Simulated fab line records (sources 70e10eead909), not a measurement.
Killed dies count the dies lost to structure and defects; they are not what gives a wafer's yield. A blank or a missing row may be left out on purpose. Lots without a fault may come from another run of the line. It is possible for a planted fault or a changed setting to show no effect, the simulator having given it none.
fab line records	flow nandHarc
record lots=13	wafers=39	lastDay=33
route steps=1302 shown P_ZERO_WELL@41 P_STI@90 P_GATE@148
lots that met no fault: taken from a fault-free run of the same line
startH: hours from the record's first day to the start of the lot's first wafer shown	waitH: hours since the lot's step before	" the same as in the row above	L1.1+2: a row that stands for several wafers	- either no value or no given start	* or withheld: withheld	< > ~ a bound
route shown NAME@n: a module of which the file shows steps, and the number in the route of the first	usual: the fault-free wafers' mean and standard deviation	same: alike in all rows	chamber/n: place in a boat	sites: the reading at each site	_std_site: standard deviation of those values	_edge_site: the outer-site mean with the inner-site mean subtracted	radiusMm: how far each site lies from the wafer's centre	mask NAME#n: copy n	behind: the tool/chamber that last shaped the wafer	hold: what put the lot on hold/how long, in hours/how the hold closed	device: which transistor (n, p or np) failed to switch	end of line: the same wafers' tests at the end of the route	step lacking rows: just its recipe	killed: count of dies lost to structure and defects at first sort (not the wafer's yield)	map: the dies of a wafer, with x for killed, . for not killed, _ for no die there
set.NAME: the setting the step ran with; set.NAME@STEP: the setting that earlier step ran with	model.NAME: the simulator's own value behind a step, which no gauge read
the route's steps for a sample of lots (tables are steps, rows are wafers)
services: from which hour (startH, from the record's first day; less than 0 if before it) a tool's chamber was out of use, for how many hours, and why
## steps
# step NHARC_P_ZERO_WELL_EXPOSE_34
# recipe na=0.6	targetCdNm=720	doseMj=22.31	maskId=P_PWELL
lot.wafer	tool	chamber	startH	waitH	mask
L506.2+3+5	krfScanner-01	0	23.96	-	P_PWELL#0
L509.1+2+5	krfScanner-01	0	53.80	-	P_PWELL#0
L510.2+5+6	krfScanner-01	0	63.84	-	P_PWELL#0
L513.2+4+5	krfScanner-01	0	94.07	-	P_PWELL#0
L514.2+5+6	krfScanner-01	0	103.82	-	P_PWELL#0
L516.1+3+6	krfScanner-01	0	124.06	-	P_PWELL#0
L517.3+4+5	krfScanner-02	0	133.95	-	P_PWELL#0
L518.3+4+6	krfScanner-03	0	144.00	-	P_PWELL#0
L519.1+2+6	krfScanner-02	0	153.99	-	P_NWELL#0
L520.1+4+5	krfScanner-02	0	163.79	-	P_PWELL#0
L521.1+2+5	krfScanner-01	0	173.99	-	P_PWELL#0
L522.1+3+4	krfScanner-01	0	183.82	-	P_PWELL#0
L529.1+3+4	krfScanner-02	0	254.06	-	P_PWELL#0
# step NHARC_P_ZERO_WELL_CD_MEAS_37
# recipe targetCdNm=720	landingEnergyEv=500
# usual cdNm=719.8/1.5
lot.wafer	tool	chamber	startH	waitH	cdNm
L506.2	cdSem-02	0	24.11	-	719.7
L506.3	"	0	"	"	719.0
L506.5	"	0	"	"	719.3
L509.1	cdSem-02	0	53.97	-	718.1
L509.2	"	0	"	"	720.3
L509.5	"	0	"	"	719.0
L510.2	cdSem-01	0	64.00	-	716.9
L510.5	"	0	"	"	718.4
L510.6	"	0	"	"	719.3
L513.2	cdSem-03	0	94.22	-	719.7
L513.4	"	0	"	"	721.0
L513.5	"	0	"	"	722.9
L514.2	cdSem-02	0	103.97	-	719.6
L514.5	"	0	"	"	720.1
L514.6	"	0	"	"	720.0
L516.1	cdSem-01	0	124.21	-	718.5
L516.3	"	0	"	"	719.1
L516.6	"	0	"	"	719.2
L517.3	cdSem-01	0	134.10	-	719.5
L517.4	"	0	"	"	721.5
L517.5	"	0	"	"	721.1
L518.3	cdSem-03	0	144.15	-	718.9
L518.4	"	0	"	"	719.1
L518.6	"	0	"	"	721.9
L519.1	cdSem-02	0	154.15	-	-
L519.2	"	0	"	"	-
L519.6	"	0	"	"	-
L520.1	cdSem-01	0	163.94	-	720.6
L520.4	"	0	"	"	722.5
L520.5	"	0	"	"	719.9
L521.1	cdSem-02	0	174.15	-	718.3
L521.2	"	0	"	"	716.8
L521.5	"	0	"	"	717.3
L522.1	cdSem-02	0	183.97	-	718.7
L522.3	"	0	"	"	717.3
L522.4	"	0	"	"	718.6
L529.1	cdSem-03	0	254.22	-	721.1
L529.3	"	0	"	"	723.3
L529.4	"	0	"	"	719.0
# step NHARC_P_ZERO_WELL_DESCUM_54
# recipe timeS=3	o2FlowSccm=200	arFlowSccm=0	biasPowerW=0	chemistry=O2
# usual drypumpMotorCurrentA=5.9/0.42	oesProductAu=0.999/0.01	rfVppV=57.8/0.89	showerheadPlenumPTorr=1.90/0.086	throttleValvePct=11.312/0.0085
lot.wafer	tool	chamber	startH	waitH	drypumpMotorCurrentA	oesProductAu	rfHoursCounterH	rfVppV	showerheadPlenumPTorr	throttleValvePct
L506.3	rieDiel-11	3	25.93	-	5.9	1.011	37	58.7	1.90	11.320
L506.2	"	1	"	"	6.1	0.994	43	57.6	1.80	11.311
L506.5	"	0	"	"	6.2	0.993	-	56.3	1.77	11.303
L509.1	rieDiel-11	3	55.77	-	5.9	1.004	52	58.5	1.90	11.322
L509.2	"	1	"	"	6.1	0.992	59	56.6	1.80	11.310
L509.5	"	0	"	"	6.2	0.980	-	56.7	1.77	11.311
L510.2	rieDiel-06	2	65.74	-	5.0	0.987	29	56.7	1.94	11.316
L510.6	"	3	"	"	6.0	0.994	-	58.2	1.93	11.314
L510.5	"	0	"	"	6.1	0.990	-	58.2	1.97	11.333
L513.4	rieDiel-06	1	96.08	-	6.2	0.986	42	56.1	1.91	11.318
L513.2	"	2	"	"	5.0	0.972	39	58.1	1.94	11.304
L513.5	"	2	"	"	5.0	0.984	-	56.6	1.94	11.313
L514.2	rieDiel-11	0	105.86	-	6.2	0.990	6	57.2	2.07	11.290
L514.6	"	2	"	"	5.4	1.011	-	57.3	1.77	11.320
L514.5	"	3	"	"	5.8	1.010	-	58.2	1.89	11.315
L516.1	rieDiel-06	3	126.04	-	6.0	1.002	55	59.5	1.93	11.327
L516.3	"	1	"	"	6.2	0.991	50	59.2	1.91	11.307
L516.6	"	3	"	"	6.0	0.996	-	57.4	1.93	11.315
L517.3	rieDiel-11	3	136.01	-	5.8	1.011	23	58.0	1.89	11.306
L517.4	"	0	"	"	6.3	0.995	23	58.7	2.07	11.321
L517.5	"	1	"	"	6.1	0.993	-	56.6	1.79	11.318
L518.3	rieDiel-07	1	145.83	-	6.6	1.016	7	57.8	1.82	11.289
L518.4	"	2	"	"	5.7	0.996	7	58.7	2.06	11.314
L518.6	"	1	"	"	6.7	1.013	-	55.9	1.82	11.318
L519.1	rieDiel-06	3	155.96	-	6.0	1.004	6	57.3	1.92	11.314
L519.2	"	0	"	"	6.0	0.999	6	57.4	1.96	11.312
L519.6	"	3	"	"	6.0	1.010	-	57.7	1.92	11.302
L520.1	rieDiel-11	1	165.62	-	6.1	1.003	20	56.8	1.79	11.306
L520.4	"	3	"	"	5.9	1.013	39	57.7	1.88	11.313
L520.5	"	1	"	"	6.1	0.992	-	57.0	1.79	11.311
L521.2	rieDiel-07	3	176.00	-	5.6	1.015	16	58.4	1.89	11.333
L521.1	"	0	"	"	6.2	0.990	15	58.5	1.84	11.303
L521.5	"	2	"	"	5.7	0.982	-	59.1	2.05	11.327
L522.3	rieDiel-06	2	185.77	-	5.1	0.978	16	58.7	1.93	11.316
L522.4	"	3	"	"	6.0	1.003	13	56.9	1.92	11.309
L522.1	"	1	"	"	6.2	1.004	16	59.3	1.91	11.303
L529.1	rieDiel-06	1	256.01	-	6.2	1.005	38	58.1	1.90	11.320
L529.4	"	2	"	"	5.0	0.990	38	57.6	1.92	11.299
L529.3	"	0	"	"	6.0	0.994	31	60.2	1.95	11.308
# step NHARC_P_STI_ETCH_15
# recipe targetDepthA=3000	taperDeg=4	timeS=100.1	hbrFlowSccm=150	cl2FlowSccm=50	rfW=400	icpW=400	biasW=100	chemistry=HBr/Cl2
# usual drypumpMotorCurrentA=6.0/0.47	oesProductAu=0.997/0.0093	throttleValvePct=26.406/0.01
lot.wafer	tool	chamber	startH	waitH	drypumpMotorCurrentA	oesProductAu	rfHoursCounterH	throttleValvePct
L506.2	rieSi-05	3	48.27	-	6.3	1.001	0.6	26.408
L506.3	"	1	"	"	6.1	0.999	0.7	26.394
L506.5	"	3	"	"	6.3	1.005	-	26.416
L509.2	rieSi-05	0	72.46	-	6.1	0.984	0.8	26.394
L509.1	"	2	"	"	6.3	1.003	0.8	26.396
L509.5	"	3	"	"	6.3	0.997	-	26.411
L510.2	rieSi-02	3	85.90	-	6.8	1.006	1.1	26.403
L510.6	"	2	"	"	5.6	0.990	-	26.392
L510.5	"	3	"	"	6.8	0.998	-	26.416
L513.4	rieSi-02	0	113.47	-	5.4	1.002	0.0	26.412
L513.2	"	1	"	"	5.2	0.981	0.0	26.412
L513.5	"	1	"	"	5.2	0.972	-	26.406
L514.2	rieSi-05	0	125.22	-	6.1	1.001	1.1	26.383
L514.5	"	2	"	"	6.3	1.011	-	26.424
L514.6	"	3	"	"	6.4	1.005	-	26.417
L516.1	rieSi-02	3	148.55	-	6.8	1.007	0.2	26.401
L516.3	"	2	"	"	5.7	1.013	0.2	26.406
L516.6	"	0	"	"	5.4	0.995	-	26.426
L517.3	rieSi-01	0	154.76	-	5.9	1.015	0.8	26.419
L517.4	"	1	"	"	5.5	0.985	0.8	26.391
L517.5	"	2	"	"	5.4	0.977	-	26.404
L518.3	rieSi-01	1	163.31	-	5.5	1.006	0.9	26.394
L518.4	"	2	"	"	5.4	0.983	-	26.390
L518.6	"	1	"	"	5.5	1.013	-	26.410
L520.4	rieSi-05	0	182.36	-	6.1	1.001	0.3	26.395
L520.1	"	2	"	"	6.2	1.004	0.3	26.405
L520.5	"	0	"	"	6.1	1.001	-	26.421
L521.2	rieSi-02	3	192.94	-	6.8	0.993	0.5	26.408
L521.1	"	0	"	"	5.4	1.014	0.5	26.411
L521.5	"	2	"	"	5.7	1.015	-	26.404
L522.3	rieSi-01	3	203.66	-	6.4	0.985	0.0	26.401
L522.4	"	0	"	"	5.9	0.995	0.0	26.409
L522.1	"	2	"	"	5.4	0.992	0.0	26.407
L529.1	rieSi-02	3	274.41	-	6.8	0.998	1.0	26.402
L529.3	"	0	"	"	5.4	0.981	1.0	26.389
L529.4	"	2	"	"	5.7	0.996	1.2	26.411
# step NHARC_P_GATE_ETCH_114
# recipe targetDepthA=300	overetchA=30	timeS=16.5	ionEnergyEv=100	cf4FlowSccm=80	o2FlowSccm=20	arFlowSccm=0	rfW=300	biasW=100	chemistry=CF4/O2
# usual cf4FlowSccm=79.98/0.22	drypumpMotorCurrentA=5.5/0.33	oes_ar_750_au=1.000/0.0046	oesProductAu=1.000/0.0098	rfVppV=198.1/1.4	showerheadPlenumPTorr=1.36/0.054	throttleValvePct=13.397/0.0089
lot.wafer	tool	chamber	startH	waitH	cf4FlowSccm	drypumpMotorCurrentA	oes_ar_750_au	oesProductAu	rfHoursCounterH	rfVppV	showerheadPlenumPTorr	throttleValvePct
L506.3	rieDiel-05	1	-	-	79.83	4.9	1.002	1.006	1.2	199.6	1.42	13.403
L506.2	"	0	"	"	80.17	5.8	1.004	1.000	1.2	200.1	1.41	13.418
L506.5	"	2	"	"	80.08	5.4	0.994	1.005	-	198.1	1.32	13.404
L509.1	rieDiel-09	0	-	-	80.15	5.6	0.992	1.013	8.0	198.5	1.40	13.409
L509.2	"	1	"	"	79.91	5.4	1.000	1.008	6.4	197.2	1.35	13.396
L509.5	"	3	"	"	79.71	6.1	1.007	1.004	-	197.4	1.37	13.397
L510.2	rieDiel-03	2	-	-	79.87	5.8	0.999	1.005	1.2	200.3	1.41	13.402
L510.6	"	2	"	"	80.05	5.8	0.990	1.013	-	200.4	1.41	13.399
L510.5	"	3	"	"	80.03	5.2	0.999	1.011	-	197.3	1.34	13.403
L513.4	rieDiel-05	1	-	-	79.84	4.9	0.995	1.005	5.0	200.4	1.42	13.392
L513.2	"	0	"	"	80.25	5.8	1.002	1.009	5.8	199.8	1.41	13.378
L513.5	"	2	"	"	80.05	5.4	1.004	1.006	-	198.5	1.32	13.385
L514.2	rieDiel-05	1	-	-	79.69	5.0	0.996	1.001	5.3	198.5	1.42	13.410
L514.5	"	3	"	"	80.12	5.3	0.998	1.003	-	196.7	1.25	13.388
L514.6	"	0	"	"	80.13	5.8	0.995	1.001	-	199.7	1.40	13.386
L516.1	rieDiel-03	2	-	-	79.92	5.8	1.003	0.999	3.6	200.5	1.41	13.408
L516.3	"	3	"	"	80.42	5.2	1.001	0.992	4.2	197.1	1.34	13.385
L516.6	"	1	"	"	80.14	5.4	1.002	1.002	-	197.2	1.28	13.410
L517.3	rieDiel-03	2	-	-	80.17	5.8	0.994	1.002	3.7	200.2	1.41	13.393
L517.4	"	3	"	"	80.50	5.1	1.001	1.012	4.3	197.1	1.34	13.395
L517.5	"	2	"	"	80.02	5.8	1.002	0.989	-	199.5	1.41	13.395
L518.4	rieDiel-03	1	-	-	80.11	5.4	1.004	0.999	5.6	196.8	1.28	13.400
L518.3	"	2	"	"	79.90	5.8	0.997	0.990	5.2	198.8	1.41	13.402
L518.6	"	1	"	"	80.13	5.4	0.998	1.016	-	196.5	1.28	13.405
L520.1	rieDiel-03	1	-	-	79.66	5.4	0.996	1.017	6.7	195.2	1.28	13.392
L520.4	"	2	"	"	80.05	5.8	1.000	0.991	6.0	198.8	1.41	13.404
L520.5	"	2	"	"	79.69	5.8	1.002	1.000	-	199.9	1.41	13.398
L521.1	rieDiel-09	2	-	-	80.36	5.3	1.007	0.984	3.6	198.1	1.40	13.386
L521.2	"	0	"	"	79.91	5.6	1.003	1.013	3.5	199.9	1.40	13.393
L521.5	"	2	"	"	80.02	5.3	1.002	0.982	-	198.6	1.40	13.378
L522.4	rieDiel-05	1	-	-	79.58	4.9	1.004	0.990	1.6	199.8	1.42	13.404
L522.3	"	3	"	"	80.18	5.3	0.995	0.985	1.6	196.6	1.25	13.414
L522.1	"	0	"	"	80.08	5.8	1.003	0.984	1.9	198.0	1.40	13.398
L529.1	rieDiel-03	2	-	-	79.99	5.8	1.004	0.990	3.8	198.9	1.41	13.391
L529.3	"	0	"	"	80.10	6.0	1.006	0.999	4.4	196.5	1.35	13.388
L529.4	"	1	"	"	79.73	5.4	1.005	1.003	3.1	194.4	1.28	13.386
## services
tool	chamber	startH	hours	kind
rieDiel-03	-	3.94	0.4	repair
rieSi-02	3	9.49	2.1	repair
rieDiel-11	2	10.72	46.9	repair
rieDiel-03	-	14.18	1.2	repair
rieDiel-03	1	16.19	8.6	repair
rieDiel-06	0	18.13	10.2	repair
rieDiel-11	0	35.28	11.8	repair
rieSi-02	-	42.74	0.5	repair
rieDiel-03	-	104.32	9.0	pm
rieDiel-06	0	117.06	5.7	repair
rieDiel-06	-	130.22	9.0	pm
krfScanner-01	-	140.00	4.0	pm
krfScanner-01	-	150.62	2.2	repair
rieDiel-03	2	161.14	6.3	repair
rieDiel-03	0	166.98	2.3	repair
krfScanner-01	-	182.04	0.5	repair
krfScanner-01	-	195.65	0.7	repair
rieDiel-03	2	237.21	3.6	repair
krfScanner-01	-	238.95	0.6	repair
rieDiel-06	0	257.11	14.3	repair
rieDiel-03	-	281.32	9.0	pm
rieDiel-03	1	296.91	6.0	repair
rieDiel-06	-	307.33	9.0	pm
krfScanner-01	-	312.00	4.0	pm
## key
firstSign step=NHARC_P_ZERO_WELL_EXPOSE_34	reading=mask	direction=changed
effect step=NHARC_P_ZERO_WELL_CD_MEAS_37	reading=cdNm	direction=missing
metAt NHARC_P_ZERO_WELL_EXPOSE_34
struckLots L519
laterRowsLeftOut L519.1,L519.2,L519.6
sortLeftOut L519.1,L519.2,L519.6
testerLeftOut L519
notActingAt NHARC_P_ZERO_WELL_DESCUM_54,NHARC_P_STI_ETCH_15,NHARC_P_GATE_ETCH_114
onsetBetween 133.95 153.99
fault kind=wrongMask	tool=any	chamber=-	onsetH=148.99	steps=NHARC_P_ZERO_WELL_EXPOSE_34	auxCopy=P_NWELL#0	scope=struckLotsOnly
# testerLeftOut: of these lots the tester's yield and bins aren't shown, on N5 and GAA mostly nor the transistor test; their killed dies are dies lost to structure and defects alone, not to doping, threshold or leakage, so they don't give the yield
# sortLeftOut: the simulated sort isn't trusted on such a fault, so these wafers' sort isn't shown, and their yield isn't known
# laterRowsLeftOut: the simulator's readings of these wafers behind a module that went badly wrong aren't trusted and aren't shown, but for the sort
